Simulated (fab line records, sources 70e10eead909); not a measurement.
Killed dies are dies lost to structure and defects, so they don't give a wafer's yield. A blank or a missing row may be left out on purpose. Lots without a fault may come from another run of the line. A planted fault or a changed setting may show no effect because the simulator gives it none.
fab line records | flow nand_harc
record lots=6 wafers=18 last_day=31
route steps=1302 shown P_M2@349 P_BONDPAD@351 END@1302
lots that met no fault: from a run of the same line without faults
start_h: hours from the record's first day to the start of the lot's first wafer shown | wait_h: hours since the lot's step before | " the same as in the row above | L1.1+2: a row that stands for several wafers | - no value, or no start given | * or withheld: withheld | < > ~ a bound
route shown NAME@n: a module of which the file shows steps, and the number in the route of the first | usual: mean/standard deviation of fault-free wafers | same: alike in all rows | chamber/n: place in a boat | sites: the reading at each site | _std_site: their standard deviation | _edge_site: outer sites' mean less inner sites' | radius_mm: how far each site lies from the wafer's centre | mask NAME#n: copy n | behind: the tool/chamber that last shaped the wafer | hold: why the lot was held/for how many hours/how that ended | device: the transistor (n, p or np) that didn't switch | end of line: the same wafers' tests at the end of the route | a step without rows: its recipe alone | killed: dies lost to structure and defects at the first sort, not the wafer's yield | map: a wafer's dies, x killed, . not, _ none there
set.NAME: the setting as run; set.NAME@STEP: as run at that earlier step | model.NAME: the simulator's own value behind a step, which no gauge read
lots at some steps of the route; a table a step, a row a wafer
services: from which hour (start_h, from the record's first day; less than 0 if before it) a tool's chamber was out of use, for how many hours, and why
## steps
# step NHARC_P_M2_PRE_CLEAN_32
# recipe time_s=12 temp_c=370 rf_power_w=300 gas=NH3
# usual heater_power_outer_w=365/40 heater_power_w=635/60
# columns lot.wafer tool chamber start_h wait_h heater_power_outer_w heater_power_w
L307.3 pecvd-04 0 169.01 0.1 411 727
L307.1 " 2 " " 385 666
L307.6 " 0 " " 415 719
L312.3 pecvd-03 1 215.79 0.1 373 618
L312.2 " 2 " " 370 660
L312.6 " 2 " " 364 640
L314.2 pecvd-03 2 238.69 0.1 361 643
L314.6 " 0 " " 350 622
L314.4 " 1 " " 306 532
L317.1 pecvd-03 0 274.23 0.1 320 572
L317.2 " 2 " " 364 649
L317.5 " 1 " " 325 556
L321.2 pecvd-01 0 306.00 0.1 348 608
L321.6 " 1 " " 302 529
L321.5 " 2 " " 418 773
L323.3 pecvd-04 1 317.45 0.1 383 648
L323.1 " 0 " " 340 622
L323.4 " 2 " " 410 694
# step NHARC_P_M2_DEP_33
# recipe target_thk_a=300 temp_c=370 target_thk_nm=30 pressure_torr=3 flow_sccm=200 rf_w=450 material=SiCN
# usual heater_power_outer_w=324/48 heater_power_w=581/65
# columns lot.wafer tool chamber start_h wait_h heater_power_outer_w heater_power_w
L307.3 pecvd-04 0 169.09 0.1 372 634
L307.1 " 2 " " 355 609
L307.6 " 0 " " 377 649
L312.3 pecvd-03 1 215.89 0.1 274 509
L312.2 " 2 " " 295 562
L312.6 " 2 " " 289 559
L314.2 pecvd-03 2 238.77 0.1 325 605
L314.6 " 0 " " 280 551
L314.4 " 1 " " 293 522
L317.1 pecvd-03 0 274.31 0.1 241 481
L317.2 " 2 " " 339 622
L317.5 " 1 " " 302 516
L321.2 pecvd-01 0 306.08 0.1 319 549
L321.6 " 1 " " 290 506
L321.5 " 2 " " 375 675
L323.3 pecvd-04 1 317.53 0.1 419 673
L323.1 " 0 " " 332 607
L323.4 " 2 " " 341 604
# step NHARC_P_BONDPAD_DEP_00
# recipe target_thk_a=2500 temp_c=370 target_thk_nm=250 pressure_torr=3 flow_sccm=200 rf_w=450 material=SiCN
# usual heater_power_outer_w=326/46 heater_power_w=583/63
# columns lot.wafer tool chamber start_h wait_h heater_power_outer_w heater_power_w
L307.3 pecvd-03 1 169.50 - 322 555
L307.1 " 0 " " 272 524
L307.6 " 1 " " 322 571
L312.2 pecvd-04 0 216.27 - 398 668
L312.3 " 2 " " 297 536
L312.6 " 0 " " 399 665
L314.2 pecvd-03 2 - - 351 620
L314.4 " 0 " " 274 533
L314.6 " 1 " " 316 558
L317.1 pecvd-01 0 274.78 - 290 519
L317.2 " 1 " " 291 521
L317.5 " 2 " " 317 605
L321.2 pecvd-03 0 306.49 - 238 477
L321.6 " 0 " " 248 487
L321.5 " 2 " " 317 601
L323.3 pecvd-03 2 317.94 - 298 553
L323.1 " 0 " " 308 577
L323.4 " 0 " " 310 571
# step NHARC_P_BONDPAD_CMP_32
# recipe target_thk_nm=200 material=SiCN
# usual motor_current_A=12.2/1.3
# columns lot.wafer tool chamber start_h wait_h motor_current_A
L307.3 cmp-01 1 169.96 - 12.5
L307.1 " 2 " " 13.5
L307.6 " 0 " " 14.0
L312.2 cmp-04 0 216.68 - 10.3
L312.3 " 2 " " 13.2
L312.6 " 1 " " 11.7
L314.2 cmp-04 0 239.57 - 10.4
L314.4 " 2 " " 13.1
L314.6 " 0 " " 10.7
L317.1 cmp-01 0 275.14 - 13.0
L317.2 " 1 " " 12.6
L317.5 " 1 " " 12.3
L321.2 cmp-02 1 306.94 - 13.7
L321.5 " 3 " " 11.3
L321.6 " 0 " " 13.9
L323.4 cmp-01 3 318.38 - 10.6
L323.3 " 0 " " 13.8
L323.1 " 1 " " 12.3
# step NHARC_P_BONDPAD_THK_MEAS_33
# recipe thk_meas_gauge=ellipsometry
# usual thk_nm=200.0/1.4
# columns lot.wafer tool chamber start_h wait_h thk_nm
L307.1 film_metro-02 - 170.16 0.2 201.6
L307.3 " - " " 199.8
L307.6 " - " " 201.6
L312.2 film_metro-02 - 216.93 0.2 201.4
L312.3 " - " " 202.8
L312.6 " - " " 200.0
L314.2 film_metro-01 - 239.82 0.2 197.8
L314.4 " - " " 200.2
L314.6 " - " " 199.7
L317.1 film_metro-02 - 275.39 0.2 200.0
L317.2 " - " " 200.5
L317.5 " - " " 199.4
L321.2 film_metro-01 - 307.15 0.2 199.4
L321.5 " - " " 200.7
L321.6 " - " " 196.3
L323.1 film_metro-01 - 318.60 0.2 200.3
L323.3 " - " " 199.1
L323.4 " - " " 198.5
# step NHARC_P_BONDPAD_SRD_34
# step NHARC_P_BONDPAD_DEHYDRATE_01
# recipe temp_c=150 time_s=120
# step NHARC_P_BONDPAD_HMDS_02
# recipe time_s=30
# step NHARC_P_BONDPAD_COAT_36
# recipe temp_c=200 time_s=65
# step NHARC_P_BONDPAD_COAT_03
# recipe spin_rpm=2000 resist_thk_nm=600
# step NHARC_P_BONDPAD_SOFTBAKE_04
# recipe temp_c=125 time_s=70
# step NHARC_P_BONDPAD_EBR_05
# step NHARC_P_BONDPAD_EXPOSE_06
# recipe na=0.55 dose_mj=37.06 mask_id=P_BPAD
# usual exposure_dose_mJ_cm2=37.27/0.25 focus_offset_nm=-0.1/0.53
# columns lot.wafer tool chamber start_h wait_h mask exposure_dose_mJ_cm2 focus_offset_nm
L307.1 krf_scanner-01 0 170.58 - P_BPAD#0 37.56 -0.5
L307.3 " 0 " " P_BPAD#0 37.59 0.0
L307.6 " 0 " " P_BPAD#0 37.57 -0.4
L312.2 krf_scanner-03 0 217.37 - P_BPAD#0 36.96 0.8
L312.3 " 0 " " P_BPAD#0 36.96 0.8
L312.6 " 0 " " P_BPAD#0 37.02 0.2
L314.2 krf_scanner-03 0 240.11 - P_BPAD#0 34.55 1.1
L314.4 " 0 " " P_BPAD#0 34.52 0.3
L314.6 " 0 " " P_BPAD#0 34.54 -0.2
L317.1 krf_scanner-03 0 275.81 - P_BPAD#0 35.03 0.2
L317.2 " 0 " " P_BPAD#0 35.05 0.3
L317.5 " 0 " " P_BPAD#0 35.05 -0.1
L321.2 krf_scanner-01 0 307.57 - P_BPAD#0 37.56 -0.1
L321.5 " 0 " " P_BPAD#0 37.56 0.1
L321.6 " 0 " " P_BPAD#0 37.55 0.1
L323.1 krf_scanner-01 0 319.01 - P_BPAD#0 37.60 0.2
L323.3 " 0 " " P_BPAD#0 37.58 -0.4
L323.4 " 0 " " P_BPAD#0 37.63 -0.1
# step NHARC_P_BONDPAD_PEB_07
# recipe peb_temp_c=128 peb_time_s=80
# step NHARC_END_SORT_01
# recipe temp_c=25
# usual defect_limited_yield=91/3.4 killed_at_array=57/24 killed_at_other=0.7/0.94 killed_at_periphery=3.8/2.5 killed_dies=62/23 killed_open=3.1/1.8 killed_short=2.5/1.6
# same gross_dies=677
# columns lot.wafer tool chamber start_h wait_h defect_limited_yield[%] killed_at_array killed_at_other killed_at_periphery killed_dies killed_open killed_short
L314.2 prober-01 0 673.93 2.8 90 63 0 3 66 2 4
L314.4 prober-01 0 675.52 3.4 91 58 0 4 62 4 2
L314.6 prober-01 0 677.10 4.0 90 68 0 2 70 4 3
L321.2 prober-02 0 734.05 2.8 93 44 0 6 50 2 3
L321.5 prober-02 0 736.43 3.7 92 54 0 2 56 5 2
L321.6 prober-02 0 737.23 4.0 94 38 0 4 42 4 2
# killed by level:class
L314.2 A_CHANNEL_HOLE_D1:chamber_film_flake=26 A_CHANNEL_HOLE_D2:chamber_film_flake=21 A_CONTACT:chamber_film_flake=7 A_STAIRCASE:chamber_film_flake=3 P_GATE:geometric_particle:short=1 A_CHANNEL_FILL_D1:geometric_particle:short=1 A_ONON_D2:geometric_particle:open=1 A_CHANNEL_FILL_D2:geometric_particle:open=1
L314.4 A_CHANNEL_HOLE_D1:chamber_film_flake=31 A_CHANNEL_HOLE_D2:chamber_film_flake=17 A_CONTACT:chamber_film_flake=4 P_CONTACT:geometric_particle:open=2 P_GATE:chamber_film_flake=2 A_CHANNEL_FILL_D1:geometric_particle:short=1 A_DECK1_JOINT:geometric_particle:open=1 A_CHANNEL_FILL_D2:geometric_particle:short=1
L314.6 A_CHANNEL_HOLE_D1:chamber_film_flake=33 A_CHANNEL_HOLE_D2:chamber_film_flake=19 A_SLIT:chamber_film_flake=4 A_CONTACT:chamber_film_flake=4 P_GATE:geometric_particle:open=1 A_CHANNEL_FILL_D1:geometric_particle:short=1 A_CHANNEL_FILL_D1:geometric_particle:open=1 A_ONON_D2:geometric_particle:short=1
L321.2 A_CHANNEL_HOLE_D2:chamber_film_flake=26 A_CHANNEL_HOLE_D1:chamber_film_flake=7 P_M2:chamber_film_flake=4 A_WL_FILL:geometric_particle:short=2 A_STAIRCASE:chamber_film_flake=2 A_SLIT:chamber_film_flake=2 P_CONTACT:geometric_particle:open=1 A_ONON_D1:geometric_particle:short=1
L321.5 A_CHANNEL_HOLE_D2:chamber_film_flake=25 A_CHANNEL_HOLE_D1:chamber_film_flake=13 A_SLIT:chamber_film_flake=4 A_CHANNEL_FILL_D1:chamber_film_flake=2 A_STAIRCASE:chamber_film_flake=2 P_GATE:geometric_particle:open=1 A_ONON_D1:geometric_particle:short=1 A_DECK1_JOINT:geometric_particle:open=1
L321.6 A_CHANNEL_HOLE_D2:chamber_film_flake=21 A_CHANNEL_HOLE_D1:chamber_film_flake=7 A_SLIT:chamber_film_flake=4 A_CHANNEL_FILL_D2:geometric_particle:open=2 A_BLC:geometric_particle:open=2 P_STI:geometric_particle:short=1 A_M1:geometric_particle:short=1 P_ZERO_WELL:chamber_film_flake=1
## services
# columns tool chamber start_h hours kind
cmp-04 - 179.21 2.6 repair
pecvd-01 - 183.52 1.0 repair
pecvd-03 - 185.00 13.0 pm
pecvd-03 0 185.00 13.0 vent_cycle
pecvd-03 1 185.00 13.0 vent_cycle
pecvd-03 2 185.00 13.0 vent_cycle
cmp-01 - 187.07 4.0 pm
pecvd-03 0 198.00 - clean
pecvd-03 1 198.00 - clean
pecvd-03 2 198.00 - clean
cmp-04 - 211.93 4.0 pm
krf_scanner-03 - 224.00 4.0 pm
cmp-04 - 227.15 3.2 repair
cmp-02 - 232.59 4.0 pm
cmp-01 - 239.16 0.2 repair
pecvd-04 - 269.49 13.0 pm
pecvd-04 0 269.49 13.0 vent_cycle
krf_scanner-03 - 277.14 0.3 repair
cmp-01 - 285.07 4.0 pm
cmp-02 - 285.74 1.3 repair
pecvd-03 - 296.03 4.8 repair
cmp-04 - 310.06 4.0 pm
pecvd-01 - 311.30 13.0 pm
krf_scanner-01 - 312.00 4.0 pm
## key
first_sign step=NHARC_P_BONDPAD_EXPOSE_06 reading=exposure_dose_mJ_cm2 direction=down sigmas=9.8 usual=37.27 struck=34.79
effect none on later readings
met_at NHARC_P_BONDPAD_EXPOSE_06
struck_wafers L314.2,L314.4,L314.6,L317.1,L317.2,L317.5
loop_trim step=NHARC_P_BONDPAD_EXPOSE_06 setting=dose lots=L317
onset_between 217.37 240.11
fault kind=process_parameter_drift tool=krf_scanner-03 chamber=- onset_h=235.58 steps=NHARC_P_BONDPAD_EXPOSE_06 channel=dose_mj offset=-2.4674 shape=step acts_in=these_recipes_only stated=37.06
# loop_trim: a control loop set the setting to another value than it would have without faults
